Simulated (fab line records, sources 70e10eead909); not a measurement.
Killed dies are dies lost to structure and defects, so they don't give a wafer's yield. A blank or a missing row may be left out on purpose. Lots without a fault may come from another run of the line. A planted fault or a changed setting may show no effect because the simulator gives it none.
A struck lot beside a sound one | flow nand_harc | 15 steps out of a route of 1159
Sound: wafers L234.3, L234.5, L234.6. Struck: wafer L226.6. (L226.1, L226.5 of the same lot were not struck and are left out.) The cause comes at the end.
At each step with rows: each side's tool, then ch and its chambers, then its first start. Under that, the readings that differ: sound wafers | struck wafers | difference of the means | sigmas: that difference in standard deviations of wafers without a fault.
alike: readings whose means differ by less than 2 such deviations, and words and numbers that are the same on both sides. not compared: withheld readings, readings that some wafer has no value for, bounds like >300 that may hide the same value, and numbers for which the record gives no deviation and whose values overlap.
The two part at a step that has a row with sigmas, a row that says differs or no value, or rows on one side only. Numbers that don't overlap but have no deviation are shown without sigmas and don't part them. A reading that every wafer of one side lacks parts them only if that side has two wafers or more.

first, 1 step without rows for these wafers: NHARC_A_ONON_D1_DEP_09 (target thk 1000 nm).
NHARC_A_ONON_D1_THK_MEAS_11: measures by ellipsometry.
  sound on film_metro-01, day 11 05:05; struck on film_metro-02, day 9 03:44
  alike: thk_nm
then, 1 step without rows for these wafers: NHARC_A_ONON_D1_DEP_12 (target thk 1000 nm).
NHARC_A_ONON_D1_THK_MEAS_14: measures by ellipsometry.
  sound on film_metro-01, day 11 05:40; struck on film_metro-02, day 9 04:19
  alike: thk_nm
then, 2 steps without rows for these wafers: NHARC_A_ONON_D1_ANNEAL_15 (time 3600 s); NHARC_A_ONON_D1_DEP_16 (target thk 1000 nm).
NHARC_A_ONON_D1_THK_MEAS_18: measures by ellipsometry.
  sound on film_metro-02, day 11 13:02; struck on film_metro-01, day 9 11:27
  alike: thk_nm
then, 1 step without rows for these wafers: NHARC_A_ONON_D1_DEP_19 (target thk 1000 nm).
NHARC_A_ONON_D1_THK_MEAS_21: measures by ellipsometry.
  sound on film_metro-02, day 11 13:38; struck on film_metro-01, day 9 12:09
  reading     | sound       | struck | difference | sigmas
  thk_nm (nm) | 991 991 990 | 1021   | +30        | +3
then, 1 step without rows for these wafers: NHARC_A_ONON_D1_DEP_22 (target thk 1000 nm).
NHARC_A_ONON_D1_THK_MEAS_24: measures by ellipsometry.
  sound on film_metro-02, day 11 14:11; struck on film_metro-01, day 9 12:51
  alike: thk_nm
NHARC_A_ONON_D1_DEP_25: target thk 1000 nm.
  sound on pecvd_onon-02 ch 0, day 11 14:22; struck on pecvd_onon-04 ch 0, day 9 13:02
NHARC_A_ONON_D1_THK_MEAS_27: measures by ellipsometry.
  sound on film_metro-01, day 11 14:46; struck on film_metro-01, day 9 13:33
  reading     | sound       | struck | difference | sigmas
  thk_nm (nm) | 989 989 990 | 1829   | +840       | +84
then, 1 step without rows for these wafers: NHARC_A_ONON_D1_DEP_28 (target thk 1000 nm).
-- the record jumps here: 11 days lie between the struck wafers' starts before and after (it left off in module A_ONON_D1 and takes up again in module END, whose first step shown is number 1159 of the route) --
NHARC_END_SORT_01:
  sound on prober-02 ch 0, day 22 15:08; struck on prober-02 ch 0, day 20 23:22
  reading         | sound    | struck | difference | sigmas
  killed_at_array | 31 40 34 | 675    | +640       | +65
  killed_dies     | 36 43 34 | 677    | +639       | +64
  alike: killed_at_other, killed_at_periphery, killed_open, killed_short

WHERE THEY PART
First at NHARC_A_ONON_D1_THK_MEAS_21; last, within this record, at NHARC_END_SORT_01.

WHY: what the simulator had put in
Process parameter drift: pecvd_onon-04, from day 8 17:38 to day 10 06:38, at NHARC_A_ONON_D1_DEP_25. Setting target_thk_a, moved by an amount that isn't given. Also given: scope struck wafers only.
